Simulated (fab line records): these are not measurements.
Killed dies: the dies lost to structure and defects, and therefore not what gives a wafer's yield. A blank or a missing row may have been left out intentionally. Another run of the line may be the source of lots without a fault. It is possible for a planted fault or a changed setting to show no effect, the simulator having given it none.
Split-lot experiment + flow n5-finfet + route with 1938 steps; 7 lots, 39 wafers read

## SPLIT DETAILS
At N5_BEOL_M1_ILD_DEP_00 (deposits SiOC from DEMS/O2, target thk 79 nm, time 15.3 s), the setting time-s was moved away from the recipe's 15.3 s on 15 of the 39 wafers read, by -48.5% to +19.7%. This setting was run at the recipe's value on the other wafers.

The file shows no step between the split and the reading.

## THE READING
Values of M1_ILD_THK in nm from N5_BEOL_M1_THK_MEAS_01. Fault-free wafers of this fab line usually give 79.4 nm, standard deviation 1.2 nm.

| wafer  | tool, chamber at the split | time-s as run, s | against the recipe | M1_ILD_THK, nm | against lot-mates on the recipe |
|--------|----------------------------|------------------|--------------------|----------------|---------------------------------|
| L074.1 | pecvd-02, 0                | 15.3             | recipe             | 78.6           | -                               |
| L074.2 | pecvd-02, 2                | 12.96            | -15.3%             | 66.1           | -13.3                           |
| L074.3 | pecvd-02, 1                | 15.3             | recipe             | 79.9           | -                               |
| L074.4 | pecvd-02, 1                | 12.96            | -15.3%             | 69.6           | -9.8                            |
| L074.5 | pecvd-02, 2                | 15.3             | recipe             | 79.7           | -                               |
| L074.6 | pecvd-02, 0                | 12.96            | -15.3%             | 68.4           | -11.0                           |
| L077.1 | pecvd-02, 0                | 15.3             | recipe             | 78.4           | -                               |
| L077.2 | pecvd-02, 2                | 7.878            | -48.5%             | 40.5           | -39.0                           |
| L077.3 | pecvd-02, 1                | 7.878            | -48.5%             | 41.8           | -37.7                           |
| L077.4 | pecvd-02, 2                | 7.878            | -48.5%             | 41.6           | -37.9                           |
| L077.5 | pecvd-02, 1                | 15.3             | recipe             | 80.5           | -                               |
| L077.6 | pecvd-02, 0                | 15.3             | recipe             | 79.7           | -                               |
| L079.1 | pecvd-04, 0                | 9.328            | -39.0%             | 48.6           | -30.4                           |
| L079.2 | pecvd-04, 1                | 15.3             | recipe             | 77.7           | -                               |
| L079.3 | pecvd-04, 2                | 15.3             | recipe             | 79.5           | -                               |
| L079.4 | pecvd-04, 1                | 9.328            | -39.0%             | 48.4           | -30.6                           |
| L079.5 | pecvd-04, 0                | 15.3             | recipe             | 79.8           | -                               |
| L079.6 | pecvd-04, 2                | 9.328            | -39.0%             | 49.3           | -29.7                           |
| L081.1 | pecvd-03, 0                | 15.3             | recipe             | 78.7           | -                               |
| L081.2 | pecvd-03, 2                | 15.3             | recipe             | 77.9           | -                               |
| L081.4 | pecvd-03, 2                | 15.3             | recipe             | 80.1           | -                               |
| L082.1 | pecvd-04, 1                | 15.3             | recipe             | 77.9           | -                               |
| L082.2 | pecvd-04, 2                | 15.3             | recipe             | 79.5           | -                               |
| L082.3 | pecvd-04, 0                | 11.36            | -25.8%             | 57.5           | -21.5                           |
| L082.4 | pecvd-04, 1                | 11.36            | -25.8%             | 58.9           | -20.1                           |
| L082.5 | pecvd-04, 2                | 11.36            | -25.8%             | 60.6           | -18.4                           |
| L082.6 | pecvd-04, 0                | 15.3             | recipe             | 79.6           | -                               |
| L092.1 | pecvd-04, 0                | 18.31            | +19.7%             | 93.3           | +13.4                           |
| L092.2 | pecvd-04, 2                | 18.31            | +19.7%             | 94.2           | +14.3                           |
| L092.3 | pecvd-04, 1                | 15.3             | recipe             | 79.4           | -                               |
| L092.4 | pecvd-04, 1                | 15.3             | recipe             | 79.1           | -                               |
| L092.5 | pecvd-04, 2                | 15.3             | recipe             | 81.2           | -                               |
| L092.6 | pecvd-04, 0                | 18.31            | +19.7%             | 94.5           | +14.6                           |
| L096.1 | pecvd-02, 1,0              | 15.3             | recipe             | 79.9           | -                               |
| L096.2 | pecvd-02, 0                | 15.3             | recipe             | 79.0           | -                               |
| L096.3 | pecvd-02, 2                | 15.3             | recipe             | 78.7           | -                               |
| L096.4 | pecvd-02, 1                | 15.3             | recipe             | 80.6           | -                               |
| L096.5 | pecvd-02, 1,0              | 15.3             | recipe             | 80.1           | -                               |
| L096.6 | pecvd-02, 2                | 15.3             | recipe             | 79.6           | -                               |
Where a row lists several chambers, the file gives one row for several wafers and doesn't say which wafer went through which chamber.

THE FIT
A straight line over all 39 wafers: M1_ILD_THK changes by +0.779 nm for each +1% of time-s; r = +1.00; the points scatter about the line by 0.96 nm.
The same after taking each lot's own level away (the mean of its wafers on the recipe; 39 wafers): +0.773 nm for each +1%; r = +1.00; scatter 0.96 nm.
That fit puts the effect of the largest move of time-s on the reading at 37 nm.
Measured against the standard deviation above, the lots' own levels, which go from 78.90 to 79.90 nm, span 0.8 times it.
So the lot-to-lot level changes the slope little: the two slopes agree.
Check: with one of the wafers moved furthest among these (-48.5%) left out of the fit, the line predicts -37.3 nm for it against its lot-mates. It came out at -39 nm against them.

## THE WHOLE CHAIN: every reading that the file lists as answering this split, in the file's order
| step                   | what it does                                              | reading                                                                            | change (the file's fit)               | r (the file's) |
|------------------------|-----------------------------------------------------------|------------------------------------------------------------------------------------|---------------------------------------|----------------|
| N5_BEOL_M1_ILD_DEP_00  | deposits SiOC from DEMS/O2, target thk 79 nm, time 15.3 s | SiOC_of_BEOL_M1_ILD_DEP_00.thk-nm (the simulator's own value, which no gauge read) | +0.773 nm for each +1% of the setting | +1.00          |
| N5_BEOL_M1_THK_MEAS_01 |                                                           | M1_ILD_THK                                                                         | +0.775 for each +1% of the setting    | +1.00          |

## FILE'S OWN FIT
M1_ILD_THK changes by +0.775 nm for each +1% of time-s, r = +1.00.
